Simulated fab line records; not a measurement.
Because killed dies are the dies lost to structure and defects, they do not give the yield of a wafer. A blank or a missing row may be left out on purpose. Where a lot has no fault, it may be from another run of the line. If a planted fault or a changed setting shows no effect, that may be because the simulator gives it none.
A single fault, viewed from 3 desks :: flow n5Finfet :: what lay behind the numbers comes last; until then each desk has only its own

== DESK OF THE TOOL OWNER: rieDiel-06 ==
The tool's own readings at N5_BEOL_M10_ETCH_41 (etches SiCN in CH3F/O2, target depth 42.6 nm, time 86 s): means of the sampled wafers that have a number, for each lot that ran on this tool. The brackets show how far a lot's mean lies from the usual mean; more than 4 standard deviations puts the lot out of limits, marked OUT.
Columns: A = drypumpMotorCurrentA at N5_BEOL_M10_ETCH_41, usual 5.5 A; B = oesProductAu at N5_BEOL_M10_ETCH_41, usual 0.77 a.u.; C = rfVppV at N5_BEOL_M10_ETCH_41, usual 296.9 V; D = showerheadPlenumPTorr at N5_BEOL_M10_ETCH_41, usual 1.98 Torr; E = throttleValvePct at N5_BEOL_M10_ETCH_41, usual 16.41 %
lot: L389
first seen here: day 12 13:32
A: 5.6
B: 0.70
C: 296.5
D: 1.95
E: 16.46

lot: L390
first seen here: day 12 14:45
A: 6.5
B: 0.74
C: 296.9
D: 1.99
E: 16.48

lot: L394
first seen here: day 12 23:22
A: 5.3
B: 0.73
C: 295.6
D: 1.92
E: 16.50

lot: L404
first seen here: day 16 12:52
A: 6.3
B: 0.77
C: 296.5
D: 1.96
E: 16.53
This desk's verdict: no lot among the 4 shows anything out of limits.

== METROLOGY DESK ==
What the gauges read, lot by lot, whatever tool the lot ran on: means of the sampled wafers that have a number. The brackets show how far a lot's mean lies from the usual mean; more than 4 standard deviations puts the lot out of limits, marked OUT.
Columns: A = cdNm at N5_BEOL_M10_CD_MEAS_28, usual 70.1 nm; B = V9_OVL at N5_BEOL_M10_OVL_MEAS_29, usual -0.2 nm
lot: L384
first seen here: day 10 16:00
A: 70.5
B: -0.2

lot: L389
first seen here: day 12 13:05
A: 70.2
B: 0.4

lot: L390
first seen here: day 12 14:00
A: 70.9
B: 0.2

lot: L394
first seen here: day 12 22:55
A: 70.1
B: 0.3

lot: L402
first seen here: day 15 13:17
A: 70.6
B: -0.1

lot: L406
first seen here: day 16 07:45
A: 69.9
B: -0.1

lot: L404
first seen here: day 16 12:26
A: 70.8
B: -0.8
This desk's verdict: no lot among the 7 shows anything out of limits.

== THE DEFECT DESK ==
For each lot, the counts of the inspections along the route, averaged over the sampled wafers that have a number. The brackets show how far a lot's mean lies from the usual mean; more than 4 standard deviations puts the lot out of limits, marked OUT.
Columns: A = rawDefectCount at N5_BEOL_M10_INSPECT_30, usual 371
lot: L384
first seen here: day 10 16:03
A: 563

lot: L389
first seen here: day 12 13:08
A: 407

lot: L390
first seen here: day 12 14:03
A: 332

lot: L394
first seen here: day 12 22:58
A: 351

lot: L402
first seen here: day 15 13:21
A: 392

lot: L406
first seen here: day 16 07:48
A: 285

lot: L404
first seen here: day 16 12:29
A: 348
This desk's verdict: no lot among the 7 shows anything out of limits.

== ALL TOGETHER ==
The desk of the tool owner found nothing out of limits.
The metrology desk saw nothing out of limits.
The defect desk saw nothing out of limits.

== WHAT WAS PUT IN BY THE SIMULATOR ==
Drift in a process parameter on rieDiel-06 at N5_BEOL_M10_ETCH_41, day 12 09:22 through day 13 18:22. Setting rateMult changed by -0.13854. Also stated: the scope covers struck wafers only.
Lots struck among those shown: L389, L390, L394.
